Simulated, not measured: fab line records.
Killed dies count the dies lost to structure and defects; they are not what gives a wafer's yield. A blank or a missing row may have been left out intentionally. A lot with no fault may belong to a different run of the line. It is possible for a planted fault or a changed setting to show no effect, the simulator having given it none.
Which tool is to blame?	flow n5-finfet	13 lots, 37 wafers sampled, at 4 steps of a route of 1938

## WHAT THE GAUGES SHOWED, per wafer
N5_BEOL_M5_CD_MEAS_11: target cd 27.74 nm.
lot	measured	on	cd-nm (nm)
L578	day 8 17:44	cd-sem-03	28.02 27.82 28.24
L577	day 8 21:05	cd-sem-02	28.23 27.88 28.15
L579	day 9 00:55	cd-sem-03	28.40 28.50 27.28
L581	day 9 16:36	cd-sem-01	27.61 27.63 27.91
L583	day 10 05:08	cd-sem-02	28.03 28.21 28.44
L586	day 11 00:32	cd-sem-03	27.48 27.76 27.32
L585	day 11 07:04	cd-sem-01	27.89 27.75 27.24
L587	day 11 09:06	cd-sem-02	28.07 28.21 28.01
L589	day 11 12:16	cd-sem-03	27.96 28.27
L591	day 12 04:28	cd-sem-01	28.03 28.14 27.61
L592	day 12 04:31	cd-sem-03	28.47 28.42 28.09
L594	day 12 15:26	cd-sem-02	28.00 28.06
L598	day 14 05:53	cd-sem-01	27.80 27.86 28.18

## TOOL THAT RAN EACH LOT (tool first, then ch and the chambers of the sampled wafers, then the start)
lot	N5_BEOL_M4_SPUTTER_94	N5_BEOL_M4_ANNEAL_51	N5_BEOL_M5_COAT_60
L578	pvd-sputter-01, day 8 14:08	rtp-anneal-02 ch 0, day 8 14:36	litho-track-05 ch 0, day 8 17:28
L577	pvd-sputter-03, day 8 16:48	rtp-anneal-02 ch 0, day 8 17:19	litho-track-05 ch 0, day 8 20:49
L579	pvd-sputter-03, day 8 19:43	rtp-anneal-01 ch 0, day 8 20:09	litho-track-04 ch 0, day 9 00:40
L581	pvd-sputter-02, day 9 11:26	rtp-anneal-02 ch 0, day 9 11:56	litho-track-05 ch 0, day 9 16:20
L583	pvd-sputter-02, day 10 00:27	rtp-anneal-02 ch 0, day 10 00:52	litho-track-05 ch 0, day 10 04:52
L586	pvd-sputter-02, day 10 20:26	rtp-anneal-01 ch 0, day 10 21:32	litho-track-05 ch 0, day 11 00:07
L585	pvd-sputter-01, day 11 03:28	rtp-anneal-02 ch 0, day 11 03:52	litho-track-05 ch 0, day 11 06:40
L587	pvd-sputter-02, day 11 05:00	rtp-anneal-01 ch 0, day 11 05:25	litho-track-05 ch 0, day 11 08:41
L589	pvd-sputter-03, day 11 08:28	rtp-anneal-02 ch 0, day 11 08:56	litho-track-05 ch 0, day 11 12:01
L591	pvd-sputter-02, day 12 00:07	rtp-anneal-01 ch 0, day 12 00:35	litho-track-05 ch 0, day 12 04:05
L592	pvd-sputter-01, day 12 00:10	rtp-anneal-02 ch 0, day 12 00:38	litho-track-03 ch 0, day 12 04:13
L594	pvd-sputter-03, day 12 09:40	rtp-anneal-01 ch 0, day 12 10:08	litho-track-05 ch 0, day 12 15:03
L598	pvd-sputter-01, day 13 23:46	rtp-anneal-02 ch 0, day 14 00:16	litho-track-04 ch 0, day 14 05:37
- N5_BEOL_M4_SPUTTER_94: material Cu, target thk 4.5 nm, time 8.29 s.
- N5_BEOL_M4_ANNEAL_51: time 90 s.
- N5_BEOL_M5_COAT_60: time 60 s, resist thk 12 nm.

## WHAT THE TOOLS THEMSELVES READ (means of the sampled wafers that have a number; where no wafer has one, the mark that the record gives instead)
N5_BEOL_M4_SPUTTER_94.
lot	tool	throttle-valve-pct (%)
L578	pvd-sputter-01	30.5
L577	pvd-sputter-03	29.7
L579	pvd-sputter-03	29.3
L581	pvd-sputter-02	29.9
L583	pvd-sputter-02	30.3
L586	pvd-sputter-02	29.9
L585	pvd-sputter-01	30.0
L587	pvd-sputter-02	30.4
L589	pvd-sputter-03	30.9
L591	pvd-sputter-02	30.2
L592	pvd-sputter-01	30.3
L594	pvd-sputter-03	29.9
L598	pvd-sputter-01	29.4

N5_BEOL_M4_ANNEAL_51.
lot	tool	wafer_temp_C_max
L578	rtp-anneal-02	226.7
L577	rtp-anneal-02	226.7
L579	rtp-anneal-01	225.5
L581	rtp-anneal-02	226.7
L583	rtp-anneal-02	226.5
L586	rtp-anneal-01	225.4
L585	rtp-anneal-02	226.5
L587	rtp-anneal-01	225.6
L589	rtp-anneal-02	226.4
L591	rtp-anneal-01	225.7
L592	rtp-anneal-02	226.8
L594	rtp-anneal-01	225.4
L598	rtp-anneal-02	226.8

N5_BEOL_M5_COAT_60.
lot	tool	run-length-s (s)	spin-speed-rpm (rpm)
L578	litho-track-05	66.06	1499.4
L577	litho-track-05	66.08	1499.4
L579	litho-track-04	66.13	1499.2
L581	litho-track-05	66.03	1500.1
L583	litho-track-05	66.05	1499.7
L586	litho-track-05	66.04	1500.0
L585	litho-track-05	65.99	1499.7
L587	litho-track-05	66.03	1500.2
L589	litho-track-05	73.04	1500.9
L591	litho-track-05	75.34	1500.8
L592	litho-track-03	65.79	1500.5
L594	litho-track-05	73.01	1501.0
L598	litho-track-04	66.10	1499.5

## THE ANSWER, worked out from the rows above alone
Rule: usual is defined by the lots themselves. The widest of any qualifying gaps counts: lots, ordered by their means at a reading, are off when they make up no more than a third of the lots, leave a main group of 4 or more, and stand apart from it by 3 or more times the standard deviation of that group's means. The tables above print the reading to a certain number of digits; a main group whose means all agree to those digits is not used. A lot without any number at a reading at which 4 lots or more have one is off too. The other lots that the step has rows for count as sound. The gauges are gone through in route order, then the tools' own readings, and for those a lot's mean is taken as printed above. The first step at which some lot is off is used, and at that step the reading that is off furthest; a lot without a number counts as furthest.
Off, at N5_BEOL_M5_COAT_60 on run-length-s: L589, L591, L594. Mean 66.03 s and standard deviation 0.088 in the main group.
A tool fits if, at that step or a process step before it, it ran every lot that is off, and no sound lot after the first of them. One candidate fits, namely litho-track-05 at N5_BEOL_M5_COAT_60. A fault onset in the window from L587 (day 11 08:41, its last sound lot) to L589 (day 11 12:01, its first lot off) fits.
On the lots that are off, the tool's own readings at N5_BEOL_M5_COAT_60 differ by more than 5 times the standard deviation of the sound lots' means, which bears it out; run-length-s reads 73.80 s there versus 66.03 s on the sound lots.

## WHAT HAD BEEN PUT IN BY THE SIMULATOR
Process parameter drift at N5_BEOL_M5_COAT_60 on litho-track-05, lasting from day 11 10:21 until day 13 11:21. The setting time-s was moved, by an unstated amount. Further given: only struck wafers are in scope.
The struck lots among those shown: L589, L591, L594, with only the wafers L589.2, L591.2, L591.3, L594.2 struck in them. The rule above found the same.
